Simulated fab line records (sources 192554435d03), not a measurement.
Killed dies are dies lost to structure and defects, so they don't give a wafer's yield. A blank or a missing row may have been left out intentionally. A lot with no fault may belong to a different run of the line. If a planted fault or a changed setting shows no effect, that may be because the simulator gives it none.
fab line records    flow n5_finfet
record: lots: 5  wafers: 15  last_day: 17
route steps=1938 shown DUMMY_REMOVAL@377 HKMG_FIN@385 BEOL_M4@1111 PASSIVATION@1936
lots that met no fault: from a run of the same line without faults
start_h: start of the lot's first displayed wafer, in hours after the record's first day    wait_h: time in hours since the lot's previous step    " the same as in the row above    L1.1+2: a row that stands for several wafers    - either no value or no given start    * or withheld: withheld    < > ~ a bound
route shown NAME@n: NAME is a module with steps in the file, n the number in the route of the first one    usual: average and standard deviation across the fault-free wafers    same: alike in all rows    chamber/n: place in a boat    sites: the reading at each site    _std_site: their standard deviation    _edge_site: outer sites' mean less inner sites'    radius_mm: for every site, how far away it sits from the centre of the wafer    mask NAME#n: copy n    behind: the last tool/chamber to shape the wafer    hold: the reason the lot was held/the length of the hold in hours/how it ended    device: whichever transistor did not switch (one of n, p or np)    end of line: at the end of the route, the tests of the same wafers    for a step that has no rows: nothing shown but its recipe    killed: at the first sort, the dies lost to defects and structure; wafer yield is something else    map: shows each die of a wafer: x if killed, . if not, _ if none is there
set.NAME: the setting that was run; set.NAME@STEP: the one run at that earlier step    model.NAME: the simulator's own value behind a step, which no gauge read
lots at selected steps of the route; one table per step, one row per wafer
services: when a tool's chamber went out of use (start_h, in hours from the record's first day, below 0 if earlier), for how many hours, and the reason
== steps ==
step: N5_DUMMY_REMOVAL_HM_STRIP_01
recipe: chemistry: CH3F/O2  material: SiNx  target_depth_a: 40  stop_on: poly-Si  time_s: 6.8  over_etch_frac: 0.3  ion_energy_ev: 60  power_w: 410  bias_w: 29  Ar_flow_sccm: 150  CH3F_flow_sccm: 30  O2_flow_sccm: 20
step: N5_DUMMY_REMOVAL_STRIP_10
recipe: chemistry: N2/H2  time_s: 40  power_w: 100  temp_c: 40  pressure_mtorr: 100  rf_frequency_hz: 6e+07  bias_power_w: 3  n2_flow_sccm: 300  h2_flow_sccm: 300
step: N5_DUMMY_REMOVAL_PRECLEAN_07
recipe: chemistry: dHF  time_s: 30  temp_c: 25  dilution: withheld
step: N5_DUMMY_REMOVAL_DUMMY_REMOVE_02
recipe: chemistry: TMAH  temp_c: 70  target: poly-Si  stop_on: SiO2  target_depth_nm: 142  conc_wt_pct: 5  time_s: 57  dry: ipa_marangoni  rinse_time_s: 30  rinse_temp_c: 23
step: N5_DUMMY_REMOVAL_PRECLEAN_08
recipe: chemistry: NF3:NH3  afs_cycles: 2  temp_c: 30  time_s: 20  sublimation_temp_c: 180  sublimation_time_s: 60  pressure_torr: 3  rf_power_w: 30
step: N5_DUMMY_REMOVAL_PRECLEAN_04
recipe: chemistry: DHF  time_s: 37  temp_c: 25  dilution: 500:1
step: N5_DUMMY_REMOVAL_SRD_05
recipe: dry: ipa_marangoni  do_ppb: 5  time_s: 30  temp_c: 23  rinse_liquid: diw
step: N5_HKMG_FIN_IL_REGROW_00
recipe: material: SiO2  target_thk_a: 7.5  chemistry: O3  temp_c: withheld  time_s: 30
step: N5_HKMG_FIN_HK_ALD_01
recipe: material: HfO2  target_thk_a: 16  temp_c: withheld  ald_precursor_family: HfCl4  ald_co_reactant: H2O  pulse_time_s: 3  purge_time_s: 3  co_reactant_purge_time_s: 2.5  co_reactant_pulse_time_s: 0.3  ald_cycles: 30
step: N5_HKMG_FIN_HK_ANNEAL_02
recipe: temp_c: 700  time_s: 30  ambient: N2  idle_temp_c: 600  ramp_up_c_per_s: 150  ramp_down_c_per_s: 60  cool_to_c: 600
step: N5_HKMG_FIN_ALD_74
recipe: material: La2O3  target_thk_a: 5  temp_c: 250  ald_precursor_family: La-Cp  ald_co_reactant: O3  pulse_time_s: 6  co_reactant_pulse_time_s: 1  purge_time_s: 3  co_reactant_purge_time_s: 3
usual: co_reactant_pulse_time_s: 1/0  co_reactant_purge_time_s: 3/0  heater_power_outer_w: 192/20  heater_power_w: 354/33  precursor_pulse_height_rel: 1.001/0.02  pulse_time_s: 6/0
lot.wafer  tool       chamber  start_h  wait_h  co_reactant_pulse_time_s  co_reactant_purge_time_s  heater_power_outer_w  heater_power_w  precursor_pulse_height_rel  pulse_time_s
L430.1     ald_hk-01  0        113.36   0.2     -                         -                         -                     -               -                           -
L430.2     "          3        "        "       -                         -                         -                     -               -                           -
L430.6     "          1        "        "       -                         -                         -                     -               -                           -
L431.1     ald_hk-03  2        121.54   0.2     -                         -                         -                     -               -                           -
L431.4     "          1        "        "       -                         -                         -                     -               -                           -
L431.6     "          0        "        "       -                         -                         -                     -               -                           -
L432.2     ald_hk-01  0        122.32   0.2     -                         -                         -                     -               -                           -
L432.3     "          1        "        "       -                         -                         -                     -               -                           -
L432.4     "          3        "        "       -                         -                         -                     -               -                           -
L441.1     ald_hk-01  1        178.87   0.2     1                         3                         193                   361             0.995                       6
L441.3     "          0        "        "       1                         3                         177                   312             1.017                       6
L441.4     "          2        "        "       1                         3                         201                   372             1.011                       6
L442.2     ald_hk-03  1        183.61   0.2     1                         3                         239                   412             1.001                       6
L442.3     "          3        "        "       1                         3                         173                   338             1.063                       6
L442.6     "          0        "        "       1                         3                         206                   362             1.009                       6
step: N5_HKMG_FIN_ALD_75
recipe: material: Al2O3  target_thk_a: 10  temp_c: 150  ald_precursor_family: TMA  ald_co_reactant: H2O  pulse_time_s: withheld  co_reactant_pulse_time_s: 1
step: N5_HKMG_FIN_COAT_41
recipe: resist: SOC  temp_c: 250  time_s: 60  spin_rpm: 1500  resist_thk_nm: 300
step: N5_HKMG_FIN_COAT_42
recipe: resist: SiARC  temp_c: 220  time_s: 60  spin_rpm: 1500  resist_thk_nm: 35
step: N5_HKMG_FIN_COAT_43
recipe: resist: CAR-ArF  spin_rpm: 1500  resist_thk_nm: 90
step: N5_HKMG_FIN_EBR_45
recipe: solvent: PGMEA  ebr_width_mm: 1.5
step: N5_HKMG_FIN_SOFTBAKE_44
recipe: temp_c: 110  time_s: 60  resist: CAR-ArF
step: N5_HKMG_FIN_EXPOSE_46
recipe: mask_id: NDIPOLE  na: 1.35  source_shape: conventional  sigma_outer: 0.8  polarization: unpolarized  dose_mj: 40
step: N5_HKMG_FIN_PEB_47
recipe: peb_temp_c: withheld  peb_time_s: 60  resist: CAR-ArF
step: N5_HKMG_FIN_DEVELOP_48
recipe: develop_time_s: 30  developer: TMAH  resist: CAR-ArF  rinse_liquid: diw  dry: air_spin  dev_temp_c: 23
step: N5_HKMG_FIN_DESCUM_53
recipe: chemistry: O2  time_s: 7.9  source_power_w: 50  bias_power_w: 20  pressure_mtorr: 20  rf_frequency_hz: 2.712e+07  temp_c: 40  resist: CAR-ArF  o2_flow_sccm: 225
step: N5_HKMG_FIN_ETCH_54
recipe: chemistry: CF4  target: SiARC  target_depth_a: 455  mask_material: CAR-ArF  time_s: 75.8  ion_energy_ev: 80  pressure_mtorr: 40  source_w: 545  bias_w: 36  Ar_flow_sccm: 100  cf4_flow_sccm: 100  ends: cleared
step: N5_HKMG_FIN_ETCH_55
recipe: chemistry: N2/H2  target: SOC  target_depth_a: 2400  temp_c: 40  time_s: 300  ion_energy_ev: 200  mask_material: SiARC  pressure_mtorr: 30  source_w: 840  bias_w: 150  n2_flow_sccm: 200  h2_flow_sccm: 200
step: N5_HKMG_FIN_STRIP_56
recipe: chemistry: N2/H2  temp_c: 40  n2_flow_sccm: 200  h2_flow_sccm: 200  rf_frequency_hz: 6e+07
step: N5_HKMG_FIN_STRIP_57
recipe: chemistry: CF4  resist: SiARC  power_w: 300  bias_power_w: 75  pressure_mtorr: 50  cf4_flow_sccm: 150  rf_frequency_hz: 6e+07
step: N5_HKMG_FIN_ETCH_58
recipe: chemistry: N2/H2  target: SOC  target_depth_a: 2158  ion_energy_ev: 50  bias_w: 13  time_s: 741  pressure_mtorr: 30  source_w: 875  n2_flow_sccm: 200  h2_flow_sccm: 200
step: N5_HKMG_FIN_STRIP_93
recipe: chemistry: N2/H2  material: SOC  time_s: 20  power_w: 500  temp_c: 40  pressure_mtorr: 50  rf_frequency_hz: 6e+07  bias_power_w: 8  h2_frac: 0.5  n2_flow_sccm: 300  h2_flow_sccm: 300
step: N5_HKMG_FIN_WET_ETCH_76
recipe: chemistry: dNH4OH  mix: 1:50  temp_c: 25  target: Al2O3  stop_on: La2O3  target_depth_nm: 2.25  dry: ipa_marangoni  rinse_time_s: 30  rinse_temp_c: 23
step: N5_HKMG_FIN_STRIP_60
recipe: chemistry: N2/H2  power_w: 2500  temp_c: 300  h2_frac: 0.65  time_s: 360  pressure_mtorr: withheld  n2_flow_sccm: 1750  h2_flow_sccm: 3250
step: N5_HKMG_FIN_WET_ETCH_77
recipe: chemistry: dHCl  mix: 1:10000  temp_c: 25  target: La2O3  stop_on: HfO2  target_depth_nm: 2
step: N5_HKMG_FIN_WET_ETCH_78
recipe: chemistry: dNH4OH  mix: 1:50  temp_c: 25  target: Al2O3  stop_on: La2O3  target_depth_nm: 4.5  dry: ipa_marangoni  rinse_time_s: 30  rinse_temp_c: 23
step: N5_HKMG_FIN_ALD_79
recipe: material: TiN  target_thk_a: 15  temp_c: 400  ald_precursor_family: TiCl4  ald_co_reactant: NH3  pulse_time_s: 1  purge_time_s: 3  co_reactant_purge_time_s: 2  co_reactant_pulse_time_s: 2  ald_cycles: 68  pressure_torr: 3
step: N5_HKMG_FIN_CVD_62
recipe: material: a-Si  target_thk_a: 30  temp_c: 500  precursor: Si2H6  pressure_torr: 1  time_s: 20.8
step: N5_HKMG_FIN_RTA_80
recipe: temp_c: withheld  time_s: 2  ambient: N2  idle_temp_c: 600  ramp_up_c_per_s: 150  ramp_down_c_per_s: 60  cool_to_c: 600
step: N5_HKMG_FIN_PRECLEAN_64
recipe: chemistry: dHF  time_s: 30  temp_c: 25  dilution: withheld
step: N5_HKMG_FIN_WET_ETCH_65
recipe: chemistry: TMAH  temp_c: 70  conc_wt_pct: 5  target: a-Si  stop_on: TiN  time_s: 49  target_depth_nm: 3
step: N5_HKMG_FIN_WET_ETCH_81
recipe: chemistry: SC1  target: TiN  stop_on: HfO2  mix: 1:1:5  temp_c: 60  time_s: 57  target_depth_nm: 6
step: N5_BEOL_M4_RC_MEAS_101
usual: DIBL_N: 36.7/1.8  DIBL_P: 37.0/2.4  IOFF_N: 0.17/0.036  IOFF_P: 0.22/0.042  IOFF_P_85C: 3.8/0.63  IOFF_P_LIN: 0.102/0.016  IOFF_P_LONG: 0.000106/1e-05  ION_N: 673/12  ION_P: 462/8.5  SS_N: 71.7/0.62  SS_P: 73.4/0.65  VT_N: 250/3.7  VT_N_LVT: 98/3.8  VT_P: -250/3.7  VT_P_LONG: -276/3.1
lot.wafer  tool       chamber  start_h  wait_h  DIBL_N[mV/V]  DIBL_P[mV/V]  IOFF_N[nA/um]  IOFF_P[nA/um]  IOFF_P_85C[nA/um]  IOFF_P_LIN[nA/um]  IOFF_P_LONG[nA/um]  ION_N[uA/um]  ION_P[uA/um]  SS_N[mV/dec]  SS_P[mV/dec]  VT_N[mV]  VT_N_LVT[mV]  VT_P[mV]  VT_P_LONG[mV]
L430.1     prober-02  0        224.14   0.0     36.6          36.5          0.16           45.32          323.9              21.148             0.021724            669           661           71.9          72.7          252       247           -96       -121
L430.2     "          0        "        "       34.9          35.1          0.13           41.91          305.4              20.364             0.022041            663           660           71.6          73.0          250       253           -98       -121
L430.6     "          0        "        "       35.9          35.8          0.15           43.61          314.2              20.626             0.021339            663           659           71.4          73.0          251       247           -98       -123
L431.1     prober-02  0        233.61   0.0     38.2          37.9          0.17           43.92          316.1              19.339             0.017121            674           654           71.5          73.7          251       250           -101      -129
L431.4     "          0        "        "       35.8          35.4          0.13           37.29          275.2              17.489             0.017601            653           649           70.8          72.8          251       252           -101      -128
L431.6     "          0        "        "       37.5          36.4          0.16           39.43          291.2              18.301             0.017201            669           650           71.7          72.4          249       250           -102      -129
L432.2     prober-01  0        237.86   0.2     38.3          38.7          0.21           62.68          439.7              28.180             0.024302            680           670           72.5          73.0          247       244           -91       -118
L432.3     "          0        "        "       34.6          34.8          0.15           48.17          351.6              23.738             0.02509             677           676           71.1          72.4          247       249           -93       -118
L432.4     "          0        "        "       36.7          37.2          0.18           54.74          395.6              25.512             0.024615            677           667           71.8          73.0          248       248           -94       -119
L441.1     prober-02  0        286.97   0.0     36.8          32.7          0.16           0.18           3.2                0.091              0.000108            669           457           72.3          72.2          248       97            -247      -275
L441.3     "          0        "        "       36.5          35.0          0.17           0.21           3.7                0.102              0.000121            688           467           71.5          73.1          247       92            -249      -272
L441.4     "          0        "        "       37.0          34.7          0.17           0.21           3.5                0.100              0.000116            674           465           71.5          72.9          248       95            -251      -273
L442.2     prober-02  0        300.88   0.2     40.0          39.7          0.22           0.24           4.1                0.109              0.000103            682           467           72.5          73.5          244       95            -251      -278
L442.3     "          0        "        "       36.4          36.0          0.14           0.19           3.4                0.094              9.9e-05             673           459           71.1          72.8          251       99            -252      -276
L442.6     "          0        "        "       39.1          38.4          0.19           0.22           3.8                0.103              0.000107            690           464           72.5          73.6          247       97            -251      -279
step: N5_PASSIVATION_PROBE_49
usual: defect_limited_yield: 91.1/1.4  killed_at_M0_to_M3: 32/9.3  killed_at_M4_up: 13/5.8  killed_at_contacts: 12/6.3  killed_at_front_end: 44/12  killed_at_other: 3.6/2.7  killed_dies: 104/17  killed_open: 69/13  killed_short: 34/6.9  sort_bin_4_leakage: 0.00/0.031  sort_bin_5_function: 5.2/0.98  sort_bin_6_memory: 3.3/0.59  sort_n_pass: 1075/17  sort_yield_pct: 91.1/1.4
same: gross_dies: 1180  killed_at_back_side: 0  sort_bin_8_speed[%]: 0
lot.wafer  tool       chamber  start_h  wait_h  defect_limited_yield[%]  killed_at_M0_to_M3  killed_at_M4_up  killed_at_contacts  killed_at_front_end  killed_at_other  killed_dies  killed_open  killed_short  sort_bin_4_leakage[%]  sort_bin_5_function[%]  sort_bin_6_memory[%]  sort_n_pass  sort_yield_pct[%]
L430.1     prober-01  -        332.66   0.0     92.3                     31                  3                7                   44                   6                91           59           31            92.29                  4.9                     2.5                   0            0
L430.2     prober-01  -        332.71   0.1     90.8                     40                  13               14                  34                   8                109          78           29            90.76                  5.3                     3.7                   0            0
L430.6     prober-01  -        332.91   0.3     93.4                     29                  9                6                   24                   10               78           53           23            93.39                  3.7                     2.7                   0            0
L432.2     prober-02  -        340.37   0.1     90.3                     45                  11               11                  46                   2                115          76           38            90.25                  6.7                     2.8                   0            0
L432.3     prober-02  -        340.42   0.1     91.2                     28                  13               7                   49                   7                104          63           39            91.19                  5.3                     3.0                   0            0
L432.4     prober-02  -        340.47   0.2     93.6                     14                  9                16                  33                   4                76           42           33            93.56                  3.7                     2.2                   0            0
L431.1     prober-01  -        341.09   0.0     91.3                     30                  13               4                   51                   5                103          73           28            91.27                  5.3                     3.1                   0            0
L431.4     prober-01  -        341.24   0.2     92.1                     18                  2                7                   62                   4                93           56           36            92.12                  4.7                     2.9                   0            0
L431.6     prober-01  -        341.34   0.3     92.5                     20                  12               10                  40                   6                88           65           22            92.54                  4.4                     2.9                   0            0
killed by level:class
L430.1 BEOL_M3:geometric_particle:open=8 STI_FIN_REVEAL:geometric_particle:open=7 GATE_CUT:geometric_particle:short=7 BEOL_M0_SAQP:geometric_particle:open=7 FIN_SAQP:geometric_particle:open=6 BEOL_M2:geometric_particle:open=6 FIN_SAQP:geometric_particle:short=5 MOL_CONTACT_COAG:geometric_particle:open=5
L430.2 BEOL_M3:geometric_particle:open=13 MOL_CONTACT_COAG:geometric_particle:open=11 FIN_SAQP:geometric_particle:short=10 BEOL_M1:geometric_particle:open=9 FIN_SAQP:geometric_particle:open=7 BEOL_M7:geometric_particle:open=7 BEOL_M2:geometric_particle:open=5 STI_FIN_REVEAL:geometric_particle:open=4
L430.6 BEOL_M3:geometric_particle:open=8 MOL_CONTACT_COAG:geometric_particle:open=6 BEOL_M1:geometric_particle:open=6 GATE_CUT:geometric_particle:short=4 BEOL_M0_SAQP:geometric_particle:open=4 FIN_SAQP:geometric_particle:open=3 MIM_TOP_ETCH:geometric_particle:short=3 BEOL_M0_SAQP:geometric_particle:short=3
L432.2 STI_FIN_REVEAL:geometric_particle:open=14 MOL_CONTACT_COAG:geometric_particle:open=10 BEOL_M0_SAQP:geometric_particle:open=10 FIN_SAQP:geometric_particle:short=8 FIN_SAQP:geometric_particle:open=7 BEOL_M0_SAQP:geometric_particle:short=7 BEOL_M3:geometric_particle:open=7 BEOL_M2:geometric_particle:open=6
L432.3 FIN_SAQP:geometric_particle:open=11 FIN_SAQP:geometric_particle:short=11 STI_FIN_REVEAL:geometric_particle:open=9 MOL_CONTACT_COAG:geometric_particle:open=7 STI_FIN_REVEAL:geometric_particle:short=6 BEOL_M0_SAQP:geometric_particle:open=6 BEOL_M5:geometric_particle:open=5 PASS1_CAP:geometric_particle:short=5
L432.4 MOL_CONTACT_COAG:geometric_particle:open=12 FIN_SAQP:geometric_particle:open=8 FIN_SAQP:geometric_particle:short=8 MOL_CONTACT_COAG:geometric_particle:short=4 BEOL_M0_SAQP:geometric_particle:short=4 STI_FIN_REVEAL:geometric_particle:open=3 PASS1_CAP:geometric_particle:short=3 STARTING-WAFER:geometric_particle:open=3
L431.1 STI_FIN_REVEAL:geometric_particle:open=16 BEOL_M2:geometric_particle:open=10 FIN_SAQP:geometric_particle:open=7 GATE_CUT:geometric_particle:short=7 STI_FIN_REVEAL:geometric_particle:short=5 BEOL_M0_SAQP:geometric_particle:short=5 ILD0:geometric_particle:open=4 BEOL_M0_SAQP:geometric_particle:open=4
L431.4 FIN_SAQP:geometric_particle:open=16 FIN_SAQP:geometric_particle:short=14 STI_FIN_REVEAL:geometric_particle:open=7 GATE_CUT:geometric_particle:open=7 DUMMY_GATE:geometric_particle:open=5 MOL_CONTACT_COAG:geometric_particle:open=5 BEOL_M2:geometric_particle:open=4 PASS1_CAP:geometric_particle:short=4
L431.6 MOL_CONTACT_COAG:geometric_particle:open=9 STI_FIN_REVEAL:geometric_particle:open=8 GATE_CUT:geometric_particle:short=8 DUMMY_GATE:geometric_particle:open=7 GATE_CUT:geometric_particle:open=5 BEOL_M0:geometric_particle:open=5 BEOL_M4:geometric_particle:open=4 BEOL_M0_SAQP:geometric_particle:short=3
map L430.2 (x killed, . not)
_________________........xx..________________
______________...............x.._____________
___________.x.....................x__________
__________x............x..........x._________
________.......xx............x........_______
_______...x...x...x..........x.x...x...______
______.....x.............x............x._____
_____...x...........x.x........x.........____
____............................x.........___
___........xx.............x.........x.x....__
___x..x....x.......x...............x.x.....__
__..............x..................x...x..x._
__.x..x.......x...x........................x_
_.x...xx...........x...................x.....
_.....x.................x...............x..x.
_.....x........x..................x.....x....
_.....................x......................
_.........x....x.....xx.........x.....x......
_....x....................................x..
_............................................
_..x.............x.................x.......x.
__............x............................._
__..x...xx.................x..x............x_
___x.........x............................x__
___............xx........x....x...........x__
____.................x........x...........___
_____x............................xxx.x..____
______.................................._____
_______.................x..............______
________......x......x................_______
__________x.x..xx....x.......x...x.x_________
___________..........x.......x.....__________
______________...x.............._____________
_________________...x....x...________________
map L431.1 (x killed, . not)
_________________x...x...x...________________
______________............x....._____________
___________......x............x....__________
__________.x..x..x.................._________
________................x...........x._______
_______.x.........x.......x...........x______
______..................x..............._____
_____...x........x......x................____
____.................................x....___
___..........x.......................x....x__
___.........xx.............................__
__.........x..xx..x........................._
__...x..x......x.......x.x.................._
_..........x.........x....................x..
_.....xx..........x..........................
_...x......................x.................
_.......x..........x......................x.x
_............xx....x.........................
_......x........x..................x......x..
_.................x...........x...........x..
_......x................xx....xx.........xxx.
__.....x..x........x..........x....x.....x.._
__...x.............x.......x.x.............._
___................x.......................__
___......x..........x........x...x...x.....__
____......x...........xx.......x....x.....___
_____...............x.....x..x......x....____
______...........x.........x............_____
_______x...........................x...______
________........xx...................._______
__________............x............._________
___________x.......x...............__________
______________x....x........x..._____________
_________________.......x.x..________________
== services ==
tool       chamber  start_h  hours  kind
ald_hk-01  -        135.07   2.8    pm
== key ==
first_sign: step: N5_HKMG_FIN_ALD_74  reading: tool_record  direction: missing
effect: step: N5_BEOL_M4_RC_MEAS_101  reading: IOFF_P_LONG  direction: up  sigmas: 99+  usual: 0.000106  struck: 0.021226
effect: step: N5_BEOL_M4_RC_MEAS_101  reading: IOFF_P_LIN  direction: up  sigmas: 99+  usual: 0.102  struck: 21.633
effect: step: N5_BEOL_M4_RC_MEAS_101  reading: IOFF_P  direction: up  sigmas: 99+  usual: 0.22  struck: 46.34
effect: step: N5_BEOL_M4_RC_MEAS_101  reading: IOFF_P_85C  direction: up  sigmas: 99+  usual: 3.8  struck: 334.8
effect: step: N5_BEOL_M4_RC_MEAS_101  reading: VT_P_LONG  direction: up  sigmas: 49  usual: -276  struck: -123
effect: step: N5_BEOL_M4_RC_MEAS_101  reading: VT_P  direction: up  sigmas: 41  usual: -250  struck: -97
effect: step: N5_BEOL_M4_RC_MEAS_101  reading: VT_N_LVT  direction: up  sigmas: 40  usual: 98  struck: 249
effect: step: N5_BEOL_M4_RC_MEAS_101  reading: ION_P  direction: up  sigmas: 23  usual: 462  struck: 661
effect: step: N5_PASSIVATION_PROBE_49  reading: sort_bin_4_leakage  direction: up  sigmas: 99+  usual: 0.00  struck: 91.93
met_at N5_HKMG_FIN_ALD_74
struck_wafers L430.1,L430.2,L430.6,L431.1,L431.4,L431.6,L432.2,L432.3,L432.4
fault: kind: skipped_step_whole  tool: ald_hk-01,ald_hk-03  chamber: -  onset_h: 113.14  steps: N5_HKMG_FIN_ALD_74  scope: struck_lots_only
